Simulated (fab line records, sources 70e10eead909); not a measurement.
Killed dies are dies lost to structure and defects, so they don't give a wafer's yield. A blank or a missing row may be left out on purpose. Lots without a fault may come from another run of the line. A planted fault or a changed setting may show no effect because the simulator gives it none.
Chamber matching | flow nand_harc | NHARC_P_GATE_DESCUM_61 on rie_diel-11: 4 sister chambers
The step chemistry O2, time 3 s. 4 wafers are shown with their chamber, then 7 later ones without.

WAFERS WITH THEIR CHAMBER
wafer  | chamber | showerhead_plenum_p_Torr (Torr)
L918.1 | 3       | 1.85
L919.6 | 0       | 1.85
L922.2 | 1       | 2.03
L922.3 | 2       | 2.06

WAFERS WITHOUT THEIR CHAMBER
wafer  | showerhead_plenum_p_Torr (Torr)
L922.5 | 1.85
L932.1 | 1.85
L932.3 | 2.05
L932.4 | 1.85
L933.3 | 2.02
L933.4 | 1.85
L933.6 | 1.85

WHICH CHAMBER EACH WENT THROUGH
wafer  | from the rows above     | in truth
L922.5 | can't be placed: 0 or 3 | 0
L932.1 | can't be placed: 0 or 3 | 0
L932.3 | can't be placed: 2 or 1 | 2
L932.4 | can't be placed: 0 or 3 | 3
L933.3 | 1                       | 1
L933.4 | can't be placed: 0 or 3 | 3
L933.6 | can't be placed: 0 or 3 | 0
Placed correctly: 1 of 7. Can't be placed from these rows: 6 (the true chamber is among the candidates in 6). Placed wrongly: 0.
How it was worked out, from the rows above alone: a wafer's distance from a chamber is the root of the sum, over the readings, of the square of ((its reading less the chamber's mean) divided by the reading's scatter). The wafer belongs to the nearest chamber; if the next one is less than 2 further off, it can't be placed. A chamber's mean is the mean of its shown wafers. The scatter: with one shown wafer a chamber, the root of the mean of the squares of how far each hidden wafer lies from its nearest shown one.
